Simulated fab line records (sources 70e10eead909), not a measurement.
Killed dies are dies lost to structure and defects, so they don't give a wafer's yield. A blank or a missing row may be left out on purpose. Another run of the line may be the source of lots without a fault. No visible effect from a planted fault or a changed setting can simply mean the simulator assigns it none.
Code-filled problem report in 8D (eight disciplines) form + flow nand-harc + the parts of the form that need people (team, actions taken, sign-off) are left out

## 1. THE PROBLEM
Wafers without a fault read 0.996 a.u., standard deviation 0.011; oes-product-au at NHARC_A_M0_ETCH_34 reads a mean of 0.864 a.u. on 5 wafers belonging to 2 lots. Measured from the usual mean, that is -12 standard deviations.
The step: etches the open film in N2/H2, target depth 40 nm, overetch 12 nm, time 43.94 s.
The first sign was on wafer L780.2 at day 20 09:44, on rie-diel-06. The record has a number at this step for 36 wafers belonging to 12 lots. The rule behind "out" and "out of limits": a value lying over 4 standard deviations away from the usual mean. The rest of the wafers with a number are treated as sound.

## 2. WHAT IT IS; WHAT IT IS NOT
| question                    | is                                     | is not                                                                                 |
|-----------------------------|----------------------------------------|----------------------------------------------------------------------------------------|
| which readings at this step | oes-product-au                         | drypump-motor-current-A, rf-vpp-V, showerhead-plenum-p-Torr, throttle-valve-pct        |
| which lots                  | L780, L781                             | L769, L771, L773, L775, L776, L777, L778, L787, L789, L791                             |
| which wafers of those lots  | L780.2, L780.3, L780.4, L781.3, L781.4 | L781.6                                                                                 |
| read on which tools         | rie-diel-06                            | rie-diel-10, rie-diel-12                                                               |
| when                        | from day 20 09:44                      | up to then (21 sound wafers); but 10 sound wafers of L781, L787, L789, L791 came after |

## 3. WHAT RULES OUT EACH SUSPECT
Counting: any tool at a process step up to the reading remains a suspect provided it ran every lot that is out. Sound lots after the first of them don't rule it out here, since some wafers of a struck lot are sound.
- rie-diel-06 at NHARC_A_M0_ETCH_34 (etches the open film in N2/H2, target depth 40 nm, overetch 12 nm, time 43.94 s): kept. Ran every lot that is out, first one L780 (day 20 09:44); last sound lot up to then L776 (day 19 17:06). Out on those wafers are its own readings of oes-product-au.
Remaining after the count: rie-diel-06 at NHARC_A_M0_ETCH_34.

## 4. THE CAUSE (what the simulator had put in)
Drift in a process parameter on rie-diel-06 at NHARC_A_M0_ETCH_34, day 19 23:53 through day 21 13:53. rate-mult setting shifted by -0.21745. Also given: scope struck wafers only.
The count eliminated every tool but this one.

## 5. THE CHAIN OF EFFECTS, in route order
Rows list readings where the struck wafers' mean (over those with a number) sits beyond 3 standard deviations from the usual. Readings are gone through only where the record gives a usual standard deviation; hours: the median, over the lots, of the time from a lot's start at the first step in this table giving one to that lot's start at this step; sigmas: the change measured in usual standard deviations.
| hours | step               | reading        | usual      | on struck wafers | change | sigmas |
|-------|--------------------|----------------|------------|------------------|--------|--------|
| 0     | NHARC_A_M0_ETCH_34 | oes-product-au | 0.996 a.u. | 0.864            | -0.132 | -12    |
It contains these process steps:
- NHARC_A_M0_ETCH_34: etches the open film in N2/H2, target depth 40 nm, overetch 12 nm, time 43.94 s.
Later steps that measure or inspect, where all struck wafers having a row at the step show a number for every such reading and not one has moved that far: NHARC_A_M0_CD_MEAS_16.

## 6. HOW IT WOULD HAVE BEEN CAUGHT EARLIER
In this record the first reading out of limits was taken at day 20 09:44, 10 hours after the fault began at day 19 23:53.
